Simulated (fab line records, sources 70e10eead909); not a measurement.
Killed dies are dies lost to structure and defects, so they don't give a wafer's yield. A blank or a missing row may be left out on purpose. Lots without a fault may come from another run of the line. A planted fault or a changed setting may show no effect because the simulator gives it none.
fab line records | flow nand_harc
record lots=23 wafers=69 last_day=33
route steps=1302 shown A_CONTACT@1024
lots that met no fault: from a run of the same line without faults
start_h: hours from the record's first day to the start of the lot's first wafer shown | wait_h: hours since the lot's step before | " the same as in the row above | L1.1+2: a row that stands for several wafers | - no value, or no start given | * or withheld: withheld | < > ~ a bound
route shown NAME@n: a module of which the file shows steps, and the number in the route of the first | usual: mean/standard deviation of fault-free wafers | same: alike in all rows | chamber/n: place in a boat | sites: the reading at each site | _std_site: their standard deviation | _edge_site: outer sites' mean less inner sites' | radius_mm: how far each site lies from the wafer's centre | mask NAME#n: copy n | behind: the tool/chamber that last shaped the wafer | hold: why the lot was held/for how many hours/how that ended | device: the transistor (n, p or np) that didn't switch | end of line: the same wafers' tests at the end of the route | a step without rows: its recipe alone | killed: dies lost to structure and defects at the first sort, not the wafer's yield | map: a wafer's dies, x killed, . not, _ none there
set.NAME: the setting as run; set.NAME@STEP: as run at that earlier step | model.NAME: the simulator's own value behind a step, which no gauge read
steps of the route over a sample of lots; a table a step, a row a wafer
services: from which hour (start_h, from the record's first day; less than 0 if before it) a tool's chamber was out of use, for how many hours, and why
## steps
# step NHARC_A_CONTACT_ETCH_102
# recipe target_depth_a=1000 overetch_a=100 time_s=55 ion_energy_ev=100 cf4_flow_sccm=80 o2_flow_sccm=20 ar_flow_sccm=0 rf_w=300 bias_w=100 chemistry=CF4/O2
# usual drypump_motor_current_A=5.9/0.34 oes_product_au=0.999/0.0073 rf_vpp_V=197.9/1.5 showerhead_plenum_p_Torr=1.33/0.065 throttle_valve_pct=13.397/0.009
# columns lot.wafer tool chamber start_h wait_h drypump_motor_current_A oes_product_au rf_hours_counter_h rf_vpp_V showerhead_plenum_p_Torr throttle_valve_pct
L074.1 rie_diel-03 0 500.28 0.1 5.7 0.993 8 195.9 1.25 13.400
L074.2 " 1 " " 6.3 0.994 6 199.0 1.41 13.409
L074.6 " 3 " " 6.2 1.003 - 199.8 1.40 13.382
L077.1 rie_diel-03 1 521.42 0.0 6.3 0.994 8 199.0 1.41 13.388
L077.5 " 1 " " 6.3 0.996 - 199.3 1.41 13.404
L077.6 " 2 " " 5.9 0.995 - 196.8 1.25 13.399
L076.2 rie_diel-03 3 523.04 0.0 6.2 0.997 11 199.3 1.40 13.407
L076.4 " 0 " " 5.7 0.993 11 194.8 1.25 13.422
L076.3 " 2 " " 6.0 0.993 10 196.7 1.25 13.399
L078.4 rie_diel-03 1 529.39 0.1 6.3 0.992 10 199.3 1.41 13.389
L078.5 " 2 " " 6.0 0.999 - 194.7 1.25 13.379
L078.6 " 3 " " 6.2 0.987 - 199.7 1.40 13.404
L079.2 rie_diel-03 2 536.70 0.1 6.0 1.004 15 196.6 1.24 13.385
L079.6 " 1 " " 6.3 1.009 - 199.3 1.41 13.401
L079.5 " 2 " " 6.0 0.997 - 195.0 1.25 13.404
L080.1 rie_diel-03 1 555.97 0.1 6.4 0.998 14 198.4 1.41 13.398
L080.4 " 2 " " 6.0 0.984 18 195.1 1.24 13.386
L080.6 " 0 " " 5.8 0.998 - 196.3 1.25 13.402
L081.3 rie_diel-10 1 556.10 0.1 6.4 1.005 42 197.8 1.36 13.402
L081.1 " 0 " " 5.0 0.995 40 197.7 1.34 13.407
L081.6 " 1 " " 6.4 0.990 - 200.0 1.36 13.407
L082.4 rie_diel-10 0 572.80 0.0 5.0 0.999 48 197.2 1.34 13.394
L082.1 " 1 " " 6.4 1.016 50 198.6 1.35 13.384
L082.2 " 2 " " 5.8 1.004 51 199.3 1.40 13.394
L083.1 rie_diel-10 3 585.30 0.1 5.8 1.007 59 198.4 1.28 13.412
L083.6 " 2 " " 5.8 1.000 - 199.8 1.39 13.403
L083.5 " 3 " " 5.9 1.010 - 195.2 1.28 13.386
L084.3 rie_diel-03 3 602.89 0.1 6.1 0.993 27 200.2 1.40 13.392
L084.2 " 0 " " 5.7 0.995 26 196.1 1.25 13.378
L084.5 " 1 " " 6.3 1.001 - 198.9 1.41 13.406
L085.4 rie_diel-03 0 608.26 0.1 5.7 0.990 28 196.8 1.25 13.401
L085.2 " 2 " " 6.0 0.988 27 195.2 1.24 13.399
L085.5 " 3 " " 6.2 1.002 - 199.4 1.40 13.378
L086.1 rie_diel-01 0 608.56 0.0 5.4 0.994 13 199.3 1.34 13.384
L086.2 " 1 " " 6.1 0.995 14 199.9 1.41 13.400
L086.3 " 2 " " 5.5 0.998 15 197.5 1.33 13.408
L087.4 rie_diel-10 2 623.08 0.1 5.8 1.012 4 198.0 1.39 13.405
L087.6 " 1 " " 6.4 1.013 - 198.8 1.35 13.398
L087.5 " 2 " " 5.8 1.014 - 199.0 1.39 13.397
L089.3 rie_diel-01 0 636.26 0.1 5.4 0.997 26 195.7 1.34 13.413
L089.5 " 3 " " 5.9 0.999 - 197.4 1.34 13.404
L089.6 " 0 " " 5.5 0.994 - 198.1 1.34 13.397
L088.4 rie_diel-03 3 645.15 0.1 6.2 1.007 0 198.9 1.40 13.400
L088.3 " 0 " " 5.7 1.005 0 195.6 1.25 13.380
L088.1 " 2 " " 6.0 1.014 0 197.2 1.24 13.382
L091.1 rie_diel-03 0 657.46 0.1 5.7 1.003 1 196.1 1.25 13.417
L091.2 " 1 " " 6.3 0.994 1 199.9 1.40 13.400
L091.5 " 3 " " 6.2 0.994 - 199.2 1.40 13.396
L090.3 rie_diel-03 0 668.26 0.1 5.7 0.995 3 196.0 1.25 13.375
L090.1 " 2 " " 5.9 0.997 4 195.8 1.24 13.391
L090.5 " 0 " " 5.7 0.988 - 196.5 1.25 13.398
L092.2 rie_diel-01 0 678.40 0.1 5.4 1.004 39 198.2 1.34 13.412
L092.1 " 1 " " 6.1 1.003 35 199.4 1.40 13.393
L092.4 " 3 " " 5.9 1.010 36 199.6 1.34 13.398
L095.2 rie_diel-03 1 692.05 0.1 6.3 1.004 7 200.0 1.40 13.404
L095.1 " 2 " " 6.0 1.003 7 195.2 1.24 13.394
L095.5 " 1 " " 6.3 1.000 - 199.2 1.40 13.403
L094.1 rie_diel-01 2 698.73 0.1 5.5 0.989 42 197.7 1.33 13.397
L094.4 " 0 " " 5.5 0.986 46 197.7 1.34 13.408
L094.6 " 3 " " 5.9 0.996 - 197.6 1.34 13.382
L093.1 rie_diel-10 3 699.05 0.1 5.8 1.001 28 196.3 1.27 13.401
L093.5 " 0 " " 5.0 1.015 - 197.9 1.33 13.387
L093.6 " 1 " " 6.4 1.005 - 197.5 1.35 13.388
L096.1 rie_diel-03 2 704.60 0.1 5.9 1.003 10 195.9 1.24 13.397
L096.3 " 3 " " 6.2 1.010 6 199.0 1.40 13.395
L096.6 " 2 " " 6.0 1.000 - 194.0 1.24 13.407
L097.2 rie_diel-01 3 724.91 0.1 5.8 1.008 57 197.8 1.33 13.401
L097.4 " 0 " " 5.4 0.998 61 198.1 1.33 13.402
L097.1 " 1 " " 6.1 1.000 54 199.7 1.40 13.406
# step NHARC_A_CONTACT_ETCH_77
# recipe target_depth_a=1089 time_s=54.5 cf4_flow_sccm=100 chf3_flow_sccm=30 ar_flow_sccm=0 rf_w=500 bias_w=200 chemistry=CF4/CHF3
# usual drypump_motor_current_A=5.9/0.35 oes_product_au=0.934/0.021 rf_vpp_V=370.4/2.5 showerhead_plenum_p_Torr=1.57/0.077 throttle_valve_pct=16.803/0.0098
# columns lot.wafer tool chamber start_h wait_h drypump_motor_current_A oes_product_au rf_hours_counter_h rf_vpp_V showerhead_plenum_p_Torr throttle_valve_pct
L074.2 rie_diel-03 0 - - 5.7 0.923 8 366.4 1.48 16.801
L074.1 " 3 " " 6.2 0.919 8 372.1 1.65 16.808
L074.6 " 1 " " 6.3 0.925 - 373.9 1.66 16.814
L077.1 rie_diel-03 1 - - 6.3 0.920 9 374.1 1.66 16.796
L077.5 " 3 " " 6.2 0.912 - 372.6 1.65 16.809
L077.6 " 0 " " 5.7 0.917 - 368.6 1.48 16.786
L076.2 rie_diel-10 1 - - 6.5 0.929 33 370.8 1.60 16.795
L076.3 " 3 " " 5.8 0.938 35 368.8 1.51 16.816
L076.4 " 0 " " 5.0 0.918 29 371.0 1.58 16.804
L078.4 rie_diel-03 0 - - 5.7 0.926 14 368.1 1.48 16.801
L078.5 " 0 " " 5.7 0.918 - 368.7 1.48 16.826
L078.6 " 1 " " 6.4 0.928 - 372.4 1.66 16.805
L079.2 rie_diel-03 2 - - 5.9 0.920 16 366.6 1.47 16.793
L079.5 " 2 " " 5.9 0.918 - 365.7 1.47 16.809
L079.6 " 3 " " 6.1 0.929 - 372.2 1.65 16.812
L080.1 rie_diel-03 1 - - 6.3 0.922 15 373.3 1.66 16.804
L080.4 " 0 " " 5.7 0.921 18 367.9 1.48 16.796
L080.6 " 2 " " 6.0 0.916 - 368.3 1.47 16.812
L081.1 rie_diel-03 3 - - 6.2 0.976 20 372.8 1.65 16.816
L081.3 " 0 " " 5.8 0.967 19 366.0 1.48 16.813
L081.6 " 3 " " 6.2 0.985 - 373.5 1.65 16.792
L082.4 rie_diel-03 2 - - 6.0 0.905 23 368.7 1.47 16.776
L082.2 " 3 " " 6.2 0.915 23 374.0 1.65 16.806
L082.1 " 1 " " 6.3 0.912 19 373.1 1.65 16.788
L083.1 rie_diel-03 1 - - 6.3 0.925 21 373.0 1.65 16.805
L083.5 " 0 " " 5.7 0.914 - 368.2 1.48 16.797
L083.6 " 1 " " 6.3 0.929 - 373.6 1.65 16.785
L084.2 rie_diel-10 3 - - 5.8 0.977 0 369.0 1.51 16.802
L084.3 " 1 " " 6.4 0.980 0 371.0 1.59 16.802
L084.5 " 3 " " 5.8 0.968 - 369.3 1.51 16.814
L085.4 rie_diel-03 0 - - 5.7 0.934 28 368.5 1.47 16.808
L085.2 " 3 " " 6.2 0.927 28 373.3 1.65 16.801
L085.5 " 0 " " 5.7 0.930 - 368.5 1.47 16.791
L086.3 rie_diel-10 2 - - 5.8 0.990 2 372.3 1.64 16.788
L086.2 " 3 " " 5.8 0.957 2 368.4 1.51 16.818
L086.1 " 0 " " 5.0 0.973 2 371.7 1.57 16.808
L087.4 rie_diel-03 0 - - 5.7 0.927 31 366.3 1.47 16.794
L087.6 " 1 " " 6.4 0.921 - 372.1 1.65 16.796
L087.5 " 2 " " 6.0 0.916 - 366.8 1.47 16.787
L089.3 rie_diel-10 3 - - 5.8 0.946 13 368.3 1.50 16.809
L089.6 " 1 " " 6.4 0.953 - 372.0 1.59 16.798
L089.5 " 2 " " 5.8 0.943 - 372.9 1.64 16.805
L088.4 rie_diel-01 0 - - 5.4 0.923 32 370.8 1.58 16.799
L088.1 " 1 " " 6.1 0.932 28 372.7 1.65 16.811
L088.3 " 2 " " 5.5 0.932 28 370.6 1.57 16.801
L091.1 rie_diel-03 1 - - 6.3 0.929 1 371.5 1.65 16.810
L091.2 " 2 " " 6.0 0.932 2 366.6 1.47 16.792
L091.5 " 1 " " 6.3 0.929 - 374.6 1.65 16.819
L090.1 rie_diel-03 2 - - 6.0 0.921 4 367.2 1.47 16.814
L090.3 " 3 " " 6.1 0.921 4 373.6 1.64 16.798
L090.5 " 1 " " 6.4 0.919 - 372.7 1.65 16.786
L092.2 rie_diel-03 2 - - 5.9 0.964 6 368.3 1.47 16.788
L092.1 " 0 " " 5.7 0.986 7 366.6 1.47 16.807
L092.4 " 2 " " 6.0 0.971 - 367.7 1.47 16.809
L095.2 rie_diel-03 2 - - 6.0 0.929 9 366.5 1.46 16.794
L095.1 " 0 " " 5.7 0.914 9 366.3 1.47 16.789
L095.5 " 2 " " 6.0 0.925 - 366.8 1.46 16.811
L094.1 rie_diel-01 3 - - 5.8 0.930 45 370.9 1.58 16.793
L094.4 " 1 " " 6.2 0.928 43 372.9 1.65 16.801
L094.6 " 3 " " 5.9 0.921 - 371.0 1.58 16.801
L093.1 rie_diel-10 2 - - 5.8 0.932 21 372.6 1.64 16.792
L093.5 " 1 " " 6.4 0.930 - 370.5 1.59 16.806
L093.6 " 2 " " 5.8 0.934 - 372.5 1.64 16.832
L096.1 rie_diel-03 3 - - 6.2 0.924 7 372.6 1.64 16.798
L096.3 " 1 " " 6.4 0.924 11 372.5 1.65 16.812
L096.6 " 3 " " 6.2 0.929 - 373.5 1.64 16.797
L097.2 rie_diel-01 0 - - 5.5 0.918 62 371.9 1.57 16.802
L097.1 " 1 " " 6.1 0.923 55 372.4 1.64 16.807
L097.4 " 0 " " 5.4 0.931 - 369.7 1.57 16.800
# step NHARC_A_CONTACT_ETCH_130
# recipe source_w=withheld pressure_mtorr=20 bias_v=3000 time_s=197 target_depth_a=19180 ar_flow_sccm=withheld c4f8_flow_sccm=withheld o2_flow_sccm=withheld chemistry=C4F8/O2/Ar
# columns lot.wafer tool chamber start_h wait_h rf_hours_counter_h
L074.1 har_cap_etch-03 1 507.80 0.1 43
L074.2 " 0 " " 43
L074.6 " 0 " " -
L077.1 har_cap_etch-03 0 529.79 0.1 47
L077.5 " 0 " " -
L077.6 " 1 " " -
L076.2 har_cap_etch-01 1 530.53 0.1 5
L076.4 " 0 " " -
L076.3 " 1 " " -
L078.4 har_cap_etch-03 1 537.31 0.1 -
L078.6 " 1 " " -
L078.5 " 0 " " -
L079.2 har_cap_etch-03 1 546.39 0.2 50
L079.5 " 0 " " -
L079.6 " 1 " " -
L080.1 har_cap_etch-03 1 563.57 0.1 53
L080.4 " 0 " " -
L080.6 " 1 " " -
L081.1 har_cap_etch-02 0 564.97 0.1 98
L081.3 " 0 " " -
L081.6 " 0 " " -
L082.2 har_cap_etch-01 1 581.29 0.1 14
L082.1 " 0 " " 14
L082.4 " 0 " " -
L083.1 har_cap_etch-01 1 593.31 0.1 15
L083.5 " 0 " " -
L083.6 " 1 " " -
L084.2 har_cap_etch-03 1 610.38 0.1 61
L084.3 " 1 " " -
L084.5 " 0 " " -
L085.2 har_cap_etch-01 0 615.60 0.1 19
L085.4 " 0 " " -
L085.5 " 0 " " -
L086.1 har_cap_etch-02 0 616.06 0.1 106
L086.2 " 1 " " 106
L086.3 " 1 " " -
L087.4 har_cap_etch-01 1 632.16 0.1 -
L087.5 " 0 " " -
L087.6 " 1 " " -
L089.3 har_cap_etch-02 0 644.05 0.1 -
L089.5 " 0 " " -
L089.6 " 1 " " -
L088.1 har_cap_etch-01 0 656.54 0.2 27
L088.4 " 0 " " -
L088.3 " 1 " " -
L091.1 har_cap_etch-03 1 664.72 0.1 70
L091.2 " 0 " " 70
L091.5 " 1 " " -
L090.1 har_cap_etch-02 1 677.44 0.1 117
L090.3 " 1 " " -
L090.5 " 0 " " -
L092.1 har_cap_etch-02 0 692.60 0.1 119
L092.2 " 1 " " 119
L092.4 " 0 " " -
L095.1 har_cap_etch-02 0 700.84 0.1 120
L095.2 " 1 " " 120
L095.5 " 1 " " -
L094.1 har_cap_etch-03 0 706.24 0.1 79
L094.4 " 0 " " -
L094.6 " 0 " " -
L093.1 har_cap_etch-02 0 706.89 0.1 122
L093.5 " 0 " " -
L093.6 " 1 " " -
L096.1 har_cap_etch-03 1 713.42 0.1 81
L096.3 " 0 " " -
L096.6 " 1 " " -
L097.2 har_cap_etch-03 1 732.77 0.1 85
L097.1 " 0 " " 85
L097.4 " 0 " " -
# step NHARC_A_CONTACT_ETCH_97
# recipe target_depth_a=200 over_etch_frac=0.5 time_s=10 ion_energy_ev=250 c4f6_flow_sccm=25 o2_flow_sccm=20 ar_flow_sccm=500 rf_w=600 bias_w=500 chemistry=C4F6/O2
# usual drypump_motor_current_A=6.0/0.35 oes_product_au=0.959/0.025 rf_vpp_V=546/3.9 showerhead_plenum_p_Torr=3.90/0.19 throttle_valve_pct=26.904/0.009
# columns lot.wafer tool chamber start_h wait_h drypump_motor_current_A oes_product_au rf_hours_counter_h rf_vpp_V showerhead_plenum_p_Torr throttle_valve_pct
L074.1 rie_diel-10 3 - - 5.9 1.006 27 545 3.79 26.913
L074.2 " 2 " " 5.8 0.997 27 550 4.11 26.897
L074.6 " 0 " " 5.1 1.005 - 548 3.94 26.910
L077.1 rie_diel-03 0 - - 5.7 0.938 13 543 3.70 26.910
L077.5 " 0 " " 5.7 0.941 - 543 3.70 26.899
L077.6 " 1 " " 6.3 0.943 - 551 4.12 26.900
L076.4 rie_diel-03 0 - - 5.8 0.949 14 542 3.70 26.901
L076.3 " 1 " " 6.3 0.959 10 551 4.12 26.906
L076.2 " 3 " " 6.2 0.954 15 552 4.11 26.908
L078.4 rie_diel-03 1 - - 6.3 0.967 11 551 4.12 26.910
L078.6 " 3 " " 6.2 0.953 - 551 4.11 26.907
L078.5 " 0 " " 5.8 0.949 - 542 3.69 26.904
L079.2 rie_diel-03 3 - - 6.1 0.932 18 551 4.11 26.903
L079.6 " 2 " " 5.9 0.946 - 541 3.68 26.902
L079.5 " 3 " " 6.1 0.935 - 549 4.11 26.897
L080.4 rie_diel-03 1 - - 6.3 0.934 17 551 4.12 26.905
L080.1 " 3 " " 6.2 0.923 21 548 4.10 26.906
L080.6 " 1 " " 6.4 0.923 - 551 4.12 26.917
L081.3 rie_diel-03 1 - - 6.3 0.942 17 550 4.12 26.898
L081.1 " 3 " " 6.2 0.937 21 551 4.10 26.897
L081.6 " 2 " " 6.0 0.942 - 542 3.67 26.914
L082.2 rie_diel-03 2 - - 6.0 0.958 24 542 3.67 26.901
L082.4 " 0 " " 5.8 0.939 23 542 3.69 26.899
L082.1 " 1 " " 6.3 0.953 20 550 4.12 26.908
L083.1 rie_diel-03 3 - - 6.2 0.937 26 551 4.10 26.906
L083.6 " 2 " " 6.0 0.935 - 541 3.67 26.893
L083.5 " 3 " " 6.2 0.940 - 551 4.10 26.903
L084.3 rie_diel-03 1 - - 6.4 0.936 24 550 4.11 26.916
L084.2 " 3 " " 6.2 0.955 28 551 4.10 26.893
L084.5 " 0 " " 5.7 0.953 - 542 3.69 26.908
L085.2 rie_diel-03 2 - - 6.0 0.941 28 541 3.67 26.910
L085.4 " 3 " " 6.2 0.950 29 551 4.10 26.894
L085.5 " 2 " " 6.0 0.930 - 542 3.67 26.903
L086.1 rie_diel-10 3 - - 5.9 0.964 4 543 3.76 26.906
L086.2 " 0 " " 5.0 0.968 4 548 3.92 26.910
L086.3 " 2 " " 5.8 0.964 3 550 4.08 26.903
L087.4 rie_diel-03 0 - - 5.7 0.949 33 542 3.68 26.901
L087.5 " 2 " " 6.0 0.928 - 542 3.67 26.903
L087.6 " 3 " " 6.2 0.945 - 552 4.10 26.895
L089.3 rie_diel-10 1 - - 6.4 0.958 14 546 3.96 26.897
L089.6 " 1 " " 6.4 0.960 - 547 3.96 26.901
L089.5 " 2 " " 5.8 0.961 - 549 4.08 26.912
L088.3 rie_diel-10 3 658.35 0.1 5.9 0.970 18 544 3.76 26.900
L088.1 " 1 " " 6.5 0.969 17 547 3.96 26.917
L088.4 " 3 " " 5.9 0.961 - 544 3.76 26.906
L091.2 rie_diel-03 2 - - 6.0 0.959 3 542 3.66 26.926
L091.1 " 3 " " 6.2 0.940 3 551 4.09 26.902
L091.5 " 2 " " 6.0 0.945 - 542 3.67 26.896
L090.3 rie_diel-03 3 - - 6.2 0.949 5 551 4.09 26.902
L090.1 " 0 " " 5.7 0.950 5 542 3.68 26.920
L090.5 " 1 " " 6.3 0.955 - 550 4.11 26.882
L092.1 rie_diel-01 1 - - 6.1 0.958 40 549 4.10 26.924
L092.2 " 2 " " 5.5 0.939 40 546 3.90 26.901
L092.4 " 3 " " 5.9 0.934 42 547 3.93 26.920
L095.1 rie_diel-10 1 - - 6.4 1.006 29 548 3.95 26.895
L095.2 " 2 " " 5.8 1.020 20 550 4.07 26.902
L095.5 " 0 " " 5.1 1.016 - 547 3.91 26.908
L094.1 rie_diel-03 2 - - 6.0 1.005 10 541 3.66 26.903
L094.4 " 3 " " 6.1 1.002 7 550 4.09 26.901
L094.6 " 2 " " 6.0 1.012 - 542 3.66 26.898
L093.1 rie_diel-10 0 - - 5.0 0.972 35 546 3.91 26.913
L093.6 " 1 " " 6.4 0.976 - 547 3.95 26.896
L093.5 " 2 " " 5.8 0.963 - 551 4.07 26.913
L096.3 rie_diel-03 0 - - 5.7 0.976 12 541 3.68 26.897
L096.1 " 1 " " 6.4 0.965 12 549 4.10 26.900
L096.6 " 2 " " 6.0 0.961 - 541 3.66 26.901
L097.2 rie_diel-03 1 - - 6.4 1.010 14 550 4.10 26.892
L097.1 " 2 " " 6.0 1.014 15 542 3.66 26.910
L097.4 " 3 " " 6.2 1.008 12 550 4.09 26.911
# step NHARC_A_CONTACT_ETCH_106
# recipe target_depth_a=900 overetch_a=90 time_s=49.5 ion_energy_ev=100 cf4_flow_sccm=80 o2_flow_sccm=20 ar_flow_sccm=0 rf_w=300 bias_w=100 chemistry=CF4/O2
# usual drypump_motor_current_A=5.9/0.36 oes_product_au=1.002/0.0077 rf_vpp_V=197.7/1.4 showerhead_plenum_p_Torr=1.33/0.064 throttle_valve_pct=13.397/0.0089
# columns lot.wafer tool chamber start_h wait_h drypump_motor_current_A oes_product_au rf_hours_counter_h rf_vpp_V showerhead_plenum_p_Torr throttle_valve_pct
L074.1 rie_diel-03 3 509.63 0.1 6.1 0.999 9 199.6 1.40 13.401
L074.2 " 1 " " 6.4 1.001 7 198.4 1.41 13.386
L074.6 " 0 " " 5.7 0.995 - 196.8 1.25 13.404
L077.1 rie_diel-10 2 531.62 0.1 5.8 0.995 35 198.6 1.40 13.400
L077.5 " 1 " " 6.4 0.996 - 196.7 1.36 13.388
L077.6 " 2 " " 5.8 1.009 - 200.4 1.40 13.393
L076.4 rie_diel-01 1 533.06 0.0 6.1 1.016 47 200.2 1.41 13.398
L076.2 " 2 " " 5.5 1.015 50 197.6 1.34 13.406
L076.3 " 3 " " 5.9 1.007 47 197.6 1.35 13.403
L078.4 rie_diel-03 3 539.34 0.1 6.2 1.006 16 199.3 1.40 13.398
L078.5 " 2 " " 6.0 1.005 - 196.7 1.24 13.400
L078.6 " 3 " " 6.2 1.005 - 199.0 1.40 13.375
L079.2 rie_diel-03 3 548.51 0.1 6.1 1.007 18 198.2 1.40 13.401
L079.5 " 2 " " 5.9 0.999 - 196.3 1.24 13.389
L079.6 " 3 " " 6.1 1.001 - 198.4 1.40 13.401
L080.4 rie_diel-03 1 565.84 0.1 6.3 1.001 17 199.5 1.41 13.395
L080.1 " 2 " " 6.0 1.003 20 197.9 1.24 13.397
L080.6 " 1 " " 6.3 0.994 - 198.7 1.41 13.393
L081.1 rie_diel-10 2 566.77 0.1 5.8 1.004 49 200.0 1.40 13.392
L081.3 " 3 " " 5.8 1.012 52 196.9 1.28 13.377
L081.6 " 1 " " 6.4 1.012 - 197.3 1.35 13.398
L082.4 rie_diel-03 1 583.12 0.1 6.3 1.000 20 197.9 1.41 13.393
L082.2 " 2 " " 6.0 0.983 24 196.0 1.24 13.400
L082.1 " 3 " " 6.2 0.994 24 199.3 1.40 13.407
L083.1 rie_diel-10 2 595.11 0.0 5.8 1.002 58 200.4 1.39 13.378
L083.5 " 2 " " 5.9 0.994 - 200.2 1.39 13.404
L083.6 " 3 " " 5.9 1.021 - 197.2 1.28 13.406
L084.3 rie_diel-03 1 612.21 0.1 6.3 1.000 24 198.4 1.40 13.388
L084.2 " 3 " " 6.1 1.007 28 200.2 1.40 13.396
L084.5 " 1 " " 6.3 0.998 - 199.1 1.40 13.393
L085.4 rie_diel-10 1 617.46 0.1 6.3 1.009 3 199.2 1.35 13.397
L085.2 " 2 " " 5.8 0.997 3 198.9 1.39 13.395
L085.5 " 1 " " 6.4 0.997 - 198.0 1.35 13.400
L086.2 rie_diel-03 0 618.05 0.1 5.7 0.998 29 195.9 1.25 13.403
L086.1 " 1 " " 6.3 0.993 25 198.4 1.40 13.382
L086.3 " 2 " " 6.0 1.003 28 196.5 1.24 13.410
L087.4 rie_diel-10 1 633.89 0.1 6.4 1.000 9 197.9 1.35 13.400
L087.5 " 0 " " 5.0 1.008 - 197.6 1.33 13.410
L087.6 " 1 " " 6.4 1.003 - 196.8 1.35 13.398
L089.3 rie_diel-10 0 645.83 0.1 5.0 1.012 17 198.6 1.33 13.381
L089.5 " 3 " " 5.8 0.995 - 196.5 1.27 13.410
L089.6 " 0 " " 5.0 1.010 - 198.1 1.33 13.391
L088.1 rie_diel-10 3 658.86 0.1 5.8 1.005 18 197.6 1.27 13.391
L088.3 " 0 " " 5.0 1.007 20 199.2 1.33 13.414
L088.4 " 1 " " 6.4 1.016 - 196.7 1.35 13.392
L091.2 rie_diel-03 0 666.55 0.1 5.7 0.993 3 195.0 1.25 13.399
L091.1 " 2 " " 5.9 1.009 3 196.4 1.24 13.396
L091.5 " 1 " " 6.3 0.995 - 200.2 1.40 13.397
L090.1 rie_diel-01 2 679.27 0.0 5.5 1.004 36 197.6 1.33 13.387
L090.3 " 0 " " 5.5 0.994 39 198.5 1.34 13.420
L090.5 " 2 " " 5.5 0.993 - 198.1 1.33 13.407
L092.4 rie_diel-01 0 694.44 0.0 5.4 1.007 44 197.5 1.34 13.408
L092.2 " 1 " " 6.1 1.000 40 200.0 1.40 13.399
L092.1 " 3 " " 5.9 1.017 42 198.0 1.34 13.418
L095.2 rie_diel-03 2 702.67 0.1 6.0 0.992 10 196.3 1.24 13.396
L095.1 " 1 " " 6.3 1.000 10 198.7 1.40 13.399
L095.5 " 2 " " 5.9 0.993 - 196.7 1.24 13.392
L094.1 rie_diel-03 3 708.08 0.1 6.2 1.009 7 198.4 1.40 13.396
L094.4 " 0 " " 5.7 1.007 10 196.1 1.25 13.391
L094.6 " 1 " " 6.3 1.012 - 198.4 1.40 13.405
L093.1 rie_diel-03 0 708.80 0.1 5.7 0.995 10 196.3 1.25 13.392
L093.6 " 2 " " 6.0 0.990 - 195.0 1.24 13.414
L093.5 " 3 " " 6.2 0.999 - 198.3 1.40 13.392
L096.3 rie_diel-01 3 715.65 0.1 5.9 1.008 52 197.0 1.34 13.397
L096.1 " 1 " " 6.1 1.002 50 198.9 1.40 13.390
L096.6 " 3 " " 5.8 0.995 - 196.9 1.34 13.392
L097.1 rie_diel-03 2 734.64 0.1 6.0 1.014 15 197.0 1.24 13.400
L097.2 " 3 " " 6.2 1.004 12 196.8 1.40 13.397
L097.4 " 0 " " 5.7 1.007 14 196.2 1.25 13.400
# step NHARC_A_CONTACT_DEP_85
# recipe target_thk_a=600 target_thk_nm=60 temp_c=400 pressure_torr=3.5 flow_sccm=200 rf_w=350 material=SiON
# usual heater_power_w=753/110
# columns lot.wafer tool chamber start_h wait_h heater_power_w
L074.2 pecvd-03 0 515.42 1.2 823
L074.1 " 1 " " 702
L074.6 " 0 " " 814
L077.1 pecvd-02 0 534.83 1.5 1023
L077.6 " 1 " " 726
L077.5 " 0 " " 1056
L076.3 pecvd-03 0 535.52 0.9 841
L076.2 " 1 " " 756
L076.4 " 2 " " 693
L078.4 pecvd-02 1 541.94 0.7 761
L078.6 " 2 " " 781
L078.5 " 0 " " 1102
L079.2 pecvd-04 1 551.18 1.2 659
L079.5 " 0 " " 814
L079.6 " 2 " " 675
L080.1 pecvd-03 0 570.98 1.5 675
L080.4 " 0 " " 687
L080.6 " 1 " " 742
L081.1 pecvd-03 2 572.11 1.5 737
L081.3 " 0 " " 788
L081.6 " 2 " " 706
L082.2 pecvd-03 1 586.19 1.2 728
L082.1 " 0 " " 799
L082.4 " 2 " " 763
L083.1 pecvd-04 2 597.64 1.6 626
L083.5 " 2 " " 639
L083.6 " 0 " " 777
L084.3 pecvd-02 1 621.37 0.9 772
L084.2 " 2 " " 816
L084.5 " 1 " " 781
L085.2 pecvd-04 1 623.06 1.2 685
L085.5 " 2 " " 584
L085.4 " 0 " " 848
L086.3 pecvd-02 1 624.75 0.9 669
L086.2 " 2 " " 778
L086.1 " 0 " " 896
L087.4 pecvd-02 2 636.40 0.7 804
L087.5 " 0 " " 896
L087.6 " 1 " " 804
L089.3 pecvd-03 1 654.36 0.9 705
L089.6 " 2 " " 654
L089.5 " 0 " " 780
L088.1 pecvd-04 0 663.02 1.5 802
L088.3 " 0 " " 807
L088.4 " 1 " " 702
L091.1 pecvd-04 2 668.99 1.5 628
L091.2 " 0 " " 754
L091.5 " 1 " " 694
L090.3 pecvd-04 1 688.11 0.9 752
L090.1 " 2 " " 607
L090.5 " 0 " " 787
L092.2 pecvd-04 2 697.82 1.2 632
L092.1 " 1 " " 616
L092.4 " 1 " " 630
L095.1 pecvd-03 2 706.47 1.5 693
L095.2 " 1 " " 623
L095.5 " 0 " " 707
L094.1 pecvd-03 1 710.67 1.4 741
L094.4 " 1 " " 718
L094.6 " 2 " " 745
L093.1 pecvd-04 0 711.46 1.5 851
L093.5 " 1 " " 765
L093.6 " 0 " " 827
L096.1 pecvd-03 2 718.86 1.5 675
L096.3 " 0 " " 786
L096.6 " 2 " " 705
L097.2 pecvd-02 0 741.40 1.2 1076
L097.1 " 1 " " 738
L097.4 " 2 " " 733
## services
# columns tool chamber start_h hours kind
rie_diel-03 0 491.86 - clean
rie_diel-03 1 491.86 - clean
rie_diel-03 1 493.69 3.4 repair
har_cap_etch-02 - 496.86 0.3 repair
har_cap_etch-01 - 497.00 17.0 pm
pecvd-03 - 547.00 13.0 pm
pecvd-02 - 547.36 3.9 repair
rie_diel-01 - 558.64 9.0 pm
pecvd-02 - 589.00 13.0 pm
rie_diel-10 - 596.66 9.0 pm
rie_diel-03 - 598.97 1.0 repair
pecvd-04 - 631.48 13.0 pm
rie_diel-03 - 635.36 9.0 pm
rie_diel-03 - 654.68 0.5 repair
rie_diel-10 2 656.88 17.1 repair
pecvd-04 2 660.83 3.9 repair
rie_diel-01 3 663.68 8.8 repair
rie_diel-10 - 709.26 1.2 repair
rie_diel-10 0 714.82 4.4 repair
pecvd-04 1 726.36 15.0 repair
pecvd-03 - 728.00 13.0 pm
rie_diel-01 3 728.08 4.5 repair
rie_diel-03 0 734.99 9.8 repair
rie_diel-01 - 735.64 9.0 pm
## key
fault none
